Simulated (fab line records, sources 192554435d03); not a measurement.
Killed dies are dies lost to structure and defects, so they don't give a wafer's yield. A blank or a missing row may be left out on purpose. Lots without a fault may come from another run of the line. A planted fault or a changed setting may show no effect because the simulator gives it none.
fab line records | flow n5_finfet
record lots=7 wafers=21
route steps=1938 shown SD_EPI_N@273 SDB@353 HKMG_FIN@424 MOL_CONTACT_COAG@605 BEOL_M0_SAQP@693 BEOL_M0_CUTY@702 BEOL_M1@751
start_h: hours from the record's first day to the start of the lot's first wafer shown | wait_h: hours since the lot's step before | " the same as in the row above | L1.1+2: a row that stands for several wafers | - no value, or no start given | * or withheld: withheld | < > ~ a bound
route shown NAME@n: a module of which the file shows steps, and the number in the route of the first | usual: mean/standard deviation of fault-free wafers | same: alike in all rows | chamber/n: place in a boat | sites: the reading at each site | _std_site: their standard deviation | _edge_site: outer sites' mean less inner sites' | radius_mm: how far each site lies from the wafer's centre | mask NAME#n: copy n | behind: the tool/chamber that last shaped the wafer | hold: why the lot was held/for how many hours/how that ended | device: the transistor (n, p or np) that didn't switch | end of line: the same wafers' tests at the end of the route | a step without rows: its recipe alone | killed: dies lost to structure and defects at the first sort, not the wafer's yield | map: a wafer's dies, x killed, . not, _ none there
set.NAME: the setting as run; set.NAME@STEP: as run at that earlier step | model.NAME: the simulator's own value behind a step, which no gauge read
lots whose settings were changed on purpose; a table a step, a row a wafer
## steps
# step N5_SD_EPI_N_DESCUM_14
# recipe chemistry=O2 time_s=7.9 source_power_w=50 bias_power_w=20 pressure_mtorr=20 rf_frequency_hz=2.712e+07 temp_c=40 resist=CAR-ArF-block o2_flow_sccm=225
# columns lot.wafer tool chamber start_h wait_h set.time_s model.CAR-ArF-block_of_SD_EPI_N_COAT_03.thk_nm
L078.3 rie_diel-05 1 76.62 0.3 7.9 143.2
L078.4 " 3 " " 7.9 143
L078.5 " 1 " " 7.043 144
L081.2 rie_diel-05 0 95.56 0.0 6.257 144.4
L081.3 " 1 " " 7.9 143
L081.4 " 2 " " 7.9 142.8
L083.2+3 rie_diel-02 3,2 105.76 0.0 6.99 144.8
L083.5 " 0 " " 7.9 144
L087.3 rie_diel-02 2 129.63 0.0 8.415 143.4
L087.4 " 0 " " 7.9 143.6
L087.5 " 1 " " 7.9 144
L092.1 rie_diel-01 2 157.88 0.0 7.9 143.4
L092.3 " 1 " " 7.9 143.2
L092.4 " 0 " " 7.092 144.2
L096.2 rie_diel-01 0 182.14 0.0 7.9 143
L096.5 " 3 " " 7.9 143.8
L096.6 " 0 " " 7.9 143.6
L097.1 rie_diel-01 3 188.28 0.3 9.647 143.2
L097.2 " 0 " " 7.9 143.6
L097.6 " 0 " " 9.647 142.8
# step N5_SD_EPI_N_ETCH_35
# recipe chemistry=N2/H2 target=SOC overetch_a=1080 mask_material=SiARC temp_c=40 ion_energy_ev=100 source_w=3000 bias_w=133 pressure_mtorr=20 time_s=486 n2_flow_sccm=200 h2_flow_sccm=200
# columns lot.wafer tool chamber start_h wait_h set.time_s model.SiARC_of_SD_EPI_N_COAT_33.thk_nm
L078.3 rie_diel-05 1 76.72 0.0 439.2 21.4
L078.4 " 3 " " 439.2 21.6
L078.5 " 1 " " 486 20
L081.2 rie_diel-05 0 95.65 0.0 486 20.4
L081.3 " 1 " " 486 20
L081.4 " 2 " " 549.5 17.2
L083.2 rie_diel-02 3 105.86 0.0 521.5 18.6
L083.3 " 2 " " 521.5 19.2
L083.5 " 0 " " 486 19.8
L087.3 rie_diel-02 2 129.72 0.0 486 20.2
L087.4 " 0 " " 448.8 20.8
L087.5 " 1 " " 486 20
L092.1 rie_diel-01 2 157.97 0.0 486 19.8
L092.3 " 1 " " 486 19
L092.4 " 0 " " 514.4 19.2
L096.2 rie_diel-01 0 182.23 0.0 486 20.2
L096.5 " 3 " " 486 19.8
L096.6 " 0 " " 486 20
L097.1 rie_diel-01 3 188.37 0.0 486 19.8
L097.2+6 " 0 " " 486 20
# step N5_SDB_EXPOSE_08
# recipe mask_id=SDB na=1.35 source_shape=conventional sigma_outer=0.5 polarization=unpolarized dose_mj=49.6
# columns lot.wafer tool chamber start_h wait_h mask set.dose_mj
L078.3 arfi_scanner-03 0 93.13 - SDB#0 46.01
L078.4+5 " 0 " " SDB#0 49.6
L081.2+4 arfi_scanner-01 0 112.82 - SDB#0 46.33
L081.3 " 0 " " SDB#0 49.6
L083.2+3 arfi_scanner-02 0 124.27 - SDB#0 52.97
L083.5 " 0 " " SDB#0 49.6
L087.3+4 arfi_scanner-03 0 146.23 - SDB#0 45.94
L087.5 " 0 " " SDB#0 49.6
L092.1 arfi_scanner-03 0 176.97 - SDB#0 52.21
L092.3+4 " 0 " " SDB#0 49.6
L096.2+5+6 arfi_scanner-02 0 198.10 - SDB#0 49.6
L097.1+6 arfi_scanner-01 0 207.89 - SDB#0 50.94
L097.2 " 0 " " SDB#0 49.6
# step N5_SDB_PEB_09
# recipe peb_temp_c=withheld peb_time_s=60 resist=CAR-ArF
# step N5_SDB_DEVELOP_10
# recipe develop_time_s=30 developer=TMAH resist=CAR-ArF rinse_liquid=diw dry=air_spin dev_temp_c=23
# step N5_SDB_CD_MEAS_11
# recipe target_cd_nm=50 landing_energy_ev=500 detector=se_inlens polarity=opening
# usual cd_nm=49.0/1.2
# columns lot.wafer tool chamber start_h wait_h set.dose_mj@SDB_EXPOSE_08 cd_nm
L078.3 cd_sem-01 0 93.25 - 46.01 40.7
L078.4 " 0 " " 49.6 50.1
L078.5 " 0 " " 49.6 51.1
L081.2 cd_sem-02 0 112.94 - 46.33 42.5
L081.3 " 0 " " 49.6 47.7
L081.4 " 0 " " 46.33 40.0
L083.2 cd_sem-02 0 124.39 - 52.97 56.5
L083.3 " 0 " " 52.97 56.1
L083.5 " 0 " " 49.6 47.5
L087.3 cd_sem-03 0 146.35 - 45.94 39.7
L087.4 " 0 " " 45.94 41.3
L087.5 " 0 " " 49.6 50.1
L092.1 cd_sem-03 0 177.10 - 52.21 55.6
L092.3 " 0 " " 49.6 46.9
L092.4 " 0 " " 49.6 47.9
L096.2 cd_sem-02 0 198.22 - 49.6 48.2
L096.5 " 0 " " 49.6 49.3
L096.6 " 0 " " 49.6 48.5
L097.1 cd_sem-03 0 208.02 - 50.94 50.6
L097.2 " 0 " " 49.6 48.2
L097.6 " 0 " " 50.94 51.3
# step N5_SDB_ETCH_18
# recipe chemistry=N2/H2 target=SOC target_depth_a=1000 overetch_a=200 mask_material=SiARC temp_c=40 time_s=150 ion_energy_ev=200 pressure_mtorr=30 source_w=840 bias_w=150 n2_flow_sccm=200 h2_flow_sccm=200
# usual rf_vpp_V=523.6/2.3
# columns lot.wafer tool chamber start_h wait_h set.source_w rf_vpp_V
L078.3 rie_diel-01 1 93.41 0.0 840 525.4
L078.4 " 3 " " 840 522.5
L078.5 " 0 " " 840 520.7
L081.2 rie_diel-02 1 113.10 0.0 840 521.7
L081.3 " 2 " " 840 525.7
L081.4 " 3 " " 840 522.8
L083.2 rie_diel-01 0 124.55 0.0 840 520.1
L083.3 " 3 " " 903.1 511.9
L083.5 " 1 " " 903.1 514.5
L087.3 rie_diel-05 1 146.51 0.0 840 527.1
L087.4 " 2 " " 840 524.4
L087.5 " 0 " " 840 520.1
L092.1 rie_diel-01 0 177.27 0.0 739.5 541.9
L092.3 " 2 " " 840 527.5
L092.4 " 2 " " 840 527.6
L096.2 rie_diel-05 0 198.38 0.0 840 520.4
L096.5 " 1 " " 840 526.5
L096.6 " 0 " " 840 522.3
L097.1 rie_diel-02 1 208.58 0.0 953.4 499.6
L097.2 " 3 " " 840 522.2
L097.6 " 1 " " 953.4 499.9
# step N5_HKMG_FIN_COAT_06
# recipe resist=CAR-ArF spin_rpm=1500 resist_thk_nm=90
# columns lot.wafer tool chamber start_h wait_h set.spin_rpm model.CAR-ArF_of_HKMG_FIN_COAT_06.thk_nm
L078.3 litho_track-01 0 - - 1436 92.8
L078.4+5 " 0 " " 1500 90.6
L081.2 litho_track-02 0 - - 1500 89.6
L081.3+4 " 0 " " 1606 86.6
L083.2+5 litho_track-04 0 - - 1500 90
L083.3 " 0 " " 1500 90.2
L087.3 litho_track-01 0 - - 1419 92.8
L087.4 " 0 " " 1419 93.4
L087.5 " 0 " " 1500 90.4
L092.1+3 litho_track-01 0 - - 1664 85.4
L092.4 " 0 " " 1500 90.4
L096.2 litho_track-02 0 - - 1500 89.4
L096.5 " 0 " " 1500 89.8
L096.6 " 0 " " 1500 89.6
L097.1+2 litho_track-04 0 - - 1500 90.2
L097.6 " 0 " " 1500 90.4
# step N5_HKMG_FIN_DEVELOP_11
# recipe develop_time_s=30 developer=TMAH resist=CAR-ArF dev_temp_c=23 rinse_liquid=diw dry=air_spin
# columns lot.wafer tool chamber start_h wait_h set.develop_time_s set.spin_rpm@HKMG_FIN_COAT_06 model.CAR-ArF_of_HKMG_FIN_COAT_06.thk_nm
L078.3 litho_track-04 0 - - 36.3 1436 90.8
L078.4 " 0 " " 30 1500 88.8
L078.5 " 0 " " 30 1500 89
L081.2 litho_track-02 0 - - 30 1500 87.8
L081.3+4 " 0 " " 30 1606 85
L083.2 litho_track-01 0 - - 30 1500 88.4
L083.3 " 0 " " 32.08 1500 88.4
L083.5 " 0 " " 32.08 1500 88.2
L087.3 litho_track-01 0 - - 30 1419 91.2
L087.4 " 0 " " 25.68 1419 91.8
L087.5 " 0 " " 30 1500 88.6
L092.1 litho_track-01 0 - - 30 1664 83.8
L092.3 " 0 " " 35.58 1664 83.6
L092.4 " 0 " " 30 1500 88.6
L096.2 litho_track-02 0 - - 30 1500 87.8
L096.5 " 0 " " 30 1500 88.2
L096.6 " 0 " " 30 1500 88
L097.1+2 litho_track-02 0 - - 28.09 1500 88.6
L097.6 " 0 " " 30 1500 88.6
# step N5_MOL_CONTACT_COAG_DESCUM_45
# recipe chemistry=O2 time_s=7 source_power_w=50 bias_power_w=20 pressure_mtorr=20 rf_frequency_hz=2.712e+07 temp_c=40 resist=CAR-EUV o2_flow_sccm=225
# columns lot.wafer tool chamber start_h wait_h set.time_s model.CAR-EUV_of_MOL_CONTACT_COAG_COAT_34.thk_nm
L078.3 rie_diel-02 3 128.31 0.1 6.097 36.4
L078.4 " 2 " " 7 36.2
L078.5 " 3 " " 7 35.8
L081.2+3 rie_diel-02 3,0 145.64 0.0 7 36.2
L081.4 " 2 " " 7.946 35.8
L083.2 rie_diel-02 3 159.09 0.0 5.677 36.6
L083.3+5 " 2 " " 7 36.2
L087.3+4+5 rie_diel-05 0,3,1 183.04 0.0 7 36
L092.1 rie_diel-01 2 208.74 0.3 7 36
L092.3 " 1 " " 7 35.8
L092.4 " 2 " " 6.48 36.2
L096.2+5+6 rie_diel-01 1,1,0 234.24 0.0 7 36.2
L097.1+2+6 rie_diel-02 0,3,3 241.15 0.0 7 36
# step N5_BEOL_M0_SAQP_ETCH_88
# recipe chemistry=N2/H2 target=underlayer target_depth_a=65 time_s=5.2 ion_energy_ev=200 mask_material=CAR-EUV pressure_mtorr=30 source_w=840 bias_w=150 n2_flow_sccm=200 h2_flow_sccm=200 ends=cleared
# usual etch_rf_on_time_s=5.25/0.17 rf_vpp_V=523.3/2.2
# columns lot.wafer tool chamber start_h wait_h set.source_w etch_rf_on_time_s rf_vpp_V
L078.3 rie_diel-04 2 140.99 0.0 840 4.94 520.7
L078.4 " 1 " " 840 5.04 525.2
L078.5 " 2 " " 840 4.96 518.0
L081.2 rie_diel-04 0 159.61 0.0 840 5.15 521.4
L081.3 " 2 " " 840 4.93 520.8
L081.4 " 1 " " 840 5.13 522.9
L083.2 rie_diel-06 2 173.27 0.0 742.2 5.80 542.9
L083.3 " 3 " " 840 5.21 526.0
L083.5 " 1 " " 742.2 5.77 545.9
L087.3 rie_diel-03 0 194.81 0.0 955.8 4.83 500.0
L087.4 " 1 " " 955.8 4.86 505.8
L087.5 " 0 " " 840 5.41 525.4
L092.1 rie_diel-03 3 220.24 0.0 840 5.01 522.5
L092.3 " 1 " " 737.6 6.11 551.1
L092.4 " 0 " " 840 5.47 523.5
L096.2 rie_diel-04 0 246.71 0.0 840 5.14 524.1
L096.5 " 3 " " 840 5.39 520.9
L096.6 " 0 " " 840 5.17 524.0
L097.1 rie_diel-04 1 255.34 0.0 840 5.19 523.6
L097.2 " 0 " " 840 5.12 522.1
L097.6 " 3 " " 840 5.37 522.1
# step N5_BEOL_M0_CUTY_COAT_51
# recipe resist=CAR-ArF-block spin_rpm=1500 resist_thk_nm=150
# columns lot.wafer tool chamber start_h wait_h set.spin_rpm model.CAR-ArF-block_of_BEOL_M0_CUTY_COAT_51.thk_nm
L078.3+4 litho_track-02 0 - - 1500 150.6
L078.5 " 0 " " 1500 150.4
L081.2+4 litho_track-05 0 - - 1500 150.2
L081.3 " 0 " " 1579 146
L083.2 litho_track-05 0 - - 1500 150
L083.3+5 " 0 " " 1500 149.8
L087.3 litho_track-05 0 - - 1432 153.4
L087.4 " 0 " " 1500 149.8
L087.5 " 0 " " 1500 149.4
L092.1 litho_track-05 0 - - 1630 143.6
L092.3 " 0 " " 1500 149.6
L092.4 " 0 " " 1500 150
L096.2 litho_track-05 0 - - 1500 149.4
L096.5 " 0 " " 1500 149.8
L096.6 " 0 " " 1500 150
L097.1 litho_track-05 0 - - 1549 147.6
L097.2 " 0 " " 1500 149.4
L097.6 " 0 " " 1549 147.2
# step N5_BEOL_M0_CUTY_EBR_52
# recipe solvent=PGMEA ebr_width_mm=1.5
# step N5_BEOL_M0_CUTY_SOFTBAKE_53
# recipe temp_c=110 time_s=60 resist=CAR-ArF-block
# step N5_BEOL_M0_CUTY_DESCUM_61
# recipe chemistry=O2 time_s=7.9 source_power_w=50 bias_power_w=20 pressure_mtorr=20 rf_frequency_hz=2.712e+07 temp_c=40 resist=CAR-ArF-block o2_flow_sccm=225
# columns lot.wafer tool chamber start_h wait_h set.spin_rpm@BEOL_M0_CUTY_COAT_51 model.CAR-ArF-block_of_BEOL_M0_CUTY_COAT_51.thk_nm
L078.3 rie_diel-01 2 142.35 0.0 1500 144
L078.4 " 3 " " 1500 144.2
L078.5 " 0 " " 1500 143.8
L081.2+4 rie_diel-02 3,0 160.97 0.0 1500 143.6
L081.3 " 1 " " 1579 139.6
L083.2 rie_diel-01 1 174.62 0.0 1500 143.4
L083.3 " 0 " " 1500 143
L083.5 " 2 " " 1500 143.2
L087.3 rie_diel-01 2 196.40 0.1 1432 146.8
L087.4 " 3 " " 1500 143.2
L087.5 " 0 " " 1500 142.8
L092.1 rie_diel-05 3 221.60 0.0 1630 137.2
L092.3 " 0 " " 1500 143.2
L092.4 " 2 " " 1500 143.4
L096.2 rie_diel-02 1 248.22 0.0 1500 143
L096.5 " 0 " " 1500 143.2
L096.6 " 1 " " 1500 143.6
L097.1 rie_diel-05 1 256.99 0.2 1549 141
L097.2 " 2 " " 1500 142.8
L097.6 " 0 " " 1549 140.8
# step N5_BEOL_M0_CUTY_ETCH_62
# recipe chemistry=CF4 target=SiARC mask_material=CAR-ArF-block time_s=58.5 ion_energy_ev=80 pressure_mtorr=40 source_w=545 bias_w=36 Ar_flow_sccm=100 cf4_flow_sccm=100 ends=cleared
# columns lot.wafer tool chamber start_h wait_h set.spin_rpm@BEOL_M0_CUTY_COAT_51 model.CAR-ArF-block_of_BEOL_M0_CUTY_COAT_51.thk_nm
L078.3+4 rie_diel-01 2,3 142.38 0.0 1500 119
L078.5 " 0 " " 1500 118.8
L081.2+4 rie_diel-02 3,0 161.00 0.0 1500 118.6
L081.3 " 1 " " 1579 114.4
L083.2 rie_diel-01 1 174.66 0.0 1500 118.4
L083.3 " 0 " " 1500 118
L083.5 " 2 " " 1500 118.2
L087.3 rie_diel-01 2 196.44 0.0 1432 121.8
L087.4 " 3 " " 1500 118.2
L087.5 " 0 " " 1500 117.6
L092.1 rie_diel-05 3 221.64 0.0 1630 112
L092.3 " 0 " " 1500 118.2
L092.4 " 2 " " 1500 118.4
L096.2 rie_diel-02 1 248.26 0.0 1500 118
L096.5 " 0 " " 1500 118.2
L096.6 " 1 " " 1500 118.4
L097.1 rie_diel-05 1 257.03 0.0 1549 116
L097.2 " 2 " " 1500 117.8
L097.6 " 0 " " 1549 115.6
# step N5_BEOL_M1_ILD_DEP_00
# recipe material=SiOC target_thk_a=790 temp_c=350 precursor=DEMS/O2 pressure_torr=5 rf_w=500 time_s=15.3
# columns lot.wafer tool chamber start_h wait_h set.time_s model.SiOC_of_BEOL_M1_ILD_DEP_00.thk_nm
L078.3 pecvd-04 1 148.64 0.0 15.3 78.8
L078.4 " 1 " " 14.09 73.4
L078.5 " 0 " " 14.09 72.6
L081.2 pecvd-03 0 168.88 0.0 17.54 89.4
L081.3 " 2 " " 17.54 89.6
L081.4 " 2 " " 15.3 80.4
L083.2 pecvd-03 0 178.19 0.0 13.13 66.8
L083.3 " 2 " " 15.3 78
L083.5 " 0 " " 13.13 68.2
L087.3 pecvd-04 2 202.32 0.0 15.3 78.8
L087.4 " 1 " " 15.3 81.4
L087.5 " 2 " " 15.3 79
L092.1 pecvd-04 1 229.95 0.0 15.3 79.2
L092.3 " 0 " " 15.3 80.8
L092.4 " 1 " " 13.43 70
L096.2 pecvd-04 1 252.29 0.0 15.3 77.6
L096.5 " 2 " " 15.3 78.6
L096.6 " 0 " " 15.3 78.4
L097.1 pecvd-03 2 264.18 0.0 15.3 78.4
L097.2 " 0 " " 13.42 69.4
L097.6 " 0 " " 13.42 71.8
# step N5_BEOL_M1_THK_MEAS_01
# recipe reads=SiOC_of_BEOL_M1_ILD_DEP_00
# usual M1_ILD_THK=79.0/1.1
# columns lot.wafer tool chamber start_h wait_h set.time_s@BEOL_M1_ILD_DEP_00 M1_ILD_THK[nm]
L078.3 film_metro-02 - 148.71 0.1 15.3 78.8
L078.4 " - " " 14.09 73.4
L078.5 " - " " 14.09 72.7
L081.2 film_metro-01 - 168.95 0.1 17.54 89.4
L081.3 " - " " 17.54 89.6
L081.4 " - " " 15.3 80.3
L083.2 film_metro-01 - 178.26 0.1 13.13 66.8
L083.3 " - " " 15.3 77.9
L083.5 " - " " 13.13 68.2
L087.3 film_metro-01 - 202.39 0.1 15.3 78.8
L087.4 " - " " 15.3 81.4
L087.5 " - " " 15.3 79.1
L092.1 film_metro-02 - 230.04 0.1 15.3 79.2
L092.3 " - " " 15.3 80.9
L092.4 " - " " 13.43 70.1
L096.2 film_metro-01 - 252.35 0.1 15.3 77.7
L096.5 " - " " 15.3 78.5
L096.6 " - " " 15.3 78.4
L097.1 film_metro-01 - 264.25 0.0 15.3 78.6
L097.2 " - " " 13.42 69.4
L097.6 " - " " 13.42 71.7
## key
split step=N5_SD_EPI_N_DESCUM_14 setting=time_s stated=7.9 by=wafer
response step=N5_SD_EPI_N_DESCUM_14 reading=model.CAR-ArF-block_of_SD_EPI_N_COAT_03.thk_nm change=-0.0571 per=1% r=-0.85
split step=N5_SD_EPI_N_ETCH_35 setting=time_s stated=486 by=wafer
response step=N5_SD_EPI_N_ETCH_35 reading=model.SiARC_of_SD_EPI_N_COAT_33.thk_nm change=-0.163 per=1% r=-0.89
split step=N5_SDB_EXPOSE_08 setting=dose_mj stated=49.6 by=wafer
response step=N5_SDB_CD_MEAS_11 reading=cd_nm change=+1.28 per=1% r=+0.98
split step=N5_SDB_ETCH_18 setting=source_w stated=840 by=wafer
response step=N5_SDB_ETCH_18 reading=rf_vpp_V change=-1.38 per=1% r=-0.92
split step=N5_HKMG_FIN_COAT_06 setting=spin_rpm stated=1500 by=wafer
response step=N5_HKMG_FIN_COAT_06 reading=model.CAR-ArF_of_HKMG_FIN_COAT_06.thk_nm change=-0.46 per=1% r=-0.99
response step=N5_HKMG_FIN_DEVELOP_11 reading=model.CAR-ArF_of_HKMG_FIN_COAT_06.thk_nm change=-0.448 per=1% r=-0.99
split step=N5_HKMG_FIN_DEVELOP_11 setting=develop_time_s stated=30 by=wafer
response none clear
split step=N5_MOL_CONTACT_COAG_DESCUM_45 setting=time_s stated=7 by=wafer
response step=N5_MOL_CONTACT_COAG_DESCUM_45 reading=model.CAR-EUV_of_MOL_CONTACT_COAG_COAT_34.thk_nm change=-0.0267 per=1% r=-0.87
split step=N5_BEOL_M0_SAQP_ETCH_88 setting=source_w stated=840 by=wafer
response step=N5_BEOL_M0_SAQP_ETCH_88 reading=etch_rf_on_time_s change=* per=1% r=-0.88
response step=N5_BEOL_M0_SAQP_ETCH_88 reading=rf_vpp_V change=-1.83 per=1% r=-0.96
split step=N5_BEOL_M0_CUTY_COAT_51 setting=spin_rpm stated=1500 by=wafer
response step=N5_BEOL_M0_CUTY_COAT_51 reading=model.CAR-ArF-block_of_BEOL_M0_CUTY_COAT_51.thk_nm change=-0.743 per=1% r=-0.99
response step=N5_BEOL_M0_CUTY_DESCUM_61 reading=model.CAR-ArF-block_of_BEOL_M0_CUTY_COAT_51.thk_nm change=-0.726 per=1% r=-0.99
response step=N5_BEOL_M0_CUTY_ETCH_62 reading=model.CAR-ArF-block_of_BEOL_M0_CUTY_COAT_51.thk_nm change=-0.753 per=1% r=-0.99
split step=N5_BEOL_M1_ILD_DEP_00 setting=time_s stated=15.3 by=wafer
response step=N5_BEOL_M1_ILD_DEP_00 reading=model.SiOC_of_BEOL_M1_ILD_DEP_00.thk_nm change=+0.702 per=1% r=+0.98
response step=N5_BEOL_M1_THK_MEAS_01 reading=M1_ILD_THK change=+0.702 per=1% r=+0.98
